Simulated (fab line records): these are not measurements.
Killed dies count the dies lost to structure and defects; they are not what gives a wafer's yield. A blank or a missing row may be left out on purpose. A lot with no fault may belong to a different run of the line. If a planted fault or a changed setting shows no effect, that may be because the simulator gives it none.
Comparing a struck lot with a sound one	flow nandHarc	13 out of 1302 route steps
Sound: wafers L933.1, L933.2, L933.4. Wafers struck: L936.4, L936.5, L936.6. At the end, the cause is stated.
For every step that has rows: the tool of each side, followed by ch and its chambers, followed by its first start. Under that, the readings that differ: sound wafers	struck wafers	difference of the means	sigmas: that difference in standard deviations of wafers without a fault.
alike: readings with means less than 2 such deviations apart, plus words and numbers identical on both sides. not compared: withheld readings, readings lacking a value on some wafer, bounds such as >300 that could conceal the same value, and numbers that have no deviation in the record and whose values overlap.
A row with sigmas, a row that says differs or no value, or rows on one side alone: a step with any of these is where the two part. Numbers that don't overlap but have no deviation are shown without sigmas and don't part them. A reading missing from all wafers of one side parts the sides only when that side holds two or more wafers.

NHARC_A_BONDPAD_DEGAS_25: time 60 s.
  sound on pvdSputter-02, day 24 08:55; struck on pvdSputter-02, day 24 23:28
  alike: heaterPowerW
NHARC_A_BONDPAD_PRE_CLEAN_26: time 30 s.
  sound on pvdSputter-02; struck on pvdSputter-02
  alike: heaterPowerW
NHARC_A_BONDPAD_PVD_17: deposits TaN, target thk 5 nm, time 8.06 s.
  sound on pvdSputter-02; struck on pvdSputter-02
  alike: throttleValvePct
NHARC_A_BONDPAD_PVD_27: deposits Cu, target thk 30 nm, time 20.49 s.
  sound on pvdSputter-02; struck on pvdSputter-02
  alike: throttleValvePct
then, 2 steps without rows for these wafers: NHARC_A_BONDPAD_ECD_18 (material Cu, target thk 400 nm); NHARC_A_BONDPAD_ANNEAL_28 (time 90 s).
NHARC_A_BONDPAD_CMP_19: polishes, t overpolish 30 s, cu recess touch 16 s, target thk 169.82 nm.
  sound on cmp-02 ch 1,2,3, day 24 10:01; struck on cmp-02 ch 0,1,3, day 25 00:37
  alike: motorCurrentA, overpolishRunS
NHARC_A_BONDPAD_THK_MEAS_20: measures by xrf.
  sound on filmMetro-02, day 24 10:20; struck on filmMetro-02, day 25 00:51
  alike: thkNm
then, 1 step without rows for these wafers: NHARC_A_BONDPAD_SRD_21 (time 30 s, dry time 20 s).
NHARC_A_BONDPAD_INSPECT_23:
  sound on defectInspect-01, day 24 10:34; struck on defectInspect-01, day 25 01:05
  alike: rawDefectCount
NHARC_HYBRID_BOND_ACTIVATE_00: chemistry N2, time 60 s.
  sound on rieDiel-06 ch 0,1,3, day 24 10:37; struck on rieDiel-06 ch 0,1,3, day 25 01:10
reading	sound	struck	difference	sigmas
runLengthS (s)	80.8 80.7 81.4	86.3 87.2 86.7	+5.8	+16
  alike: drypumpMotorCurrentA, oesProductAu, rfVppV, showerheadPlenumPTorr
  not compared: rfHoursCounterH
then, 1 step without rows for these wafers: NHARC_HYBRID_BOND_PRECLEAN_01 (cleans in DIW, time 300 s).
NHARC_END_SORT_01:
  the record has rows for the sound wafers here (prober-01 ch 0, day 25 18:46) and none for the struck ones

WHERE THEY PART
Last at NHARC_END_SORT_01 as far as this record goes, first at NHARC_HYBRID_BOND_ACTIVATE_00.

WHY: the cause the simulator had injected
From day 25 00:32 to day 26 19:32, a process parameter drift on rieDiel-06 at NHARC_HYBRID_BOND_ACTIVATE_00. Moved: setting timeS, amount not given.
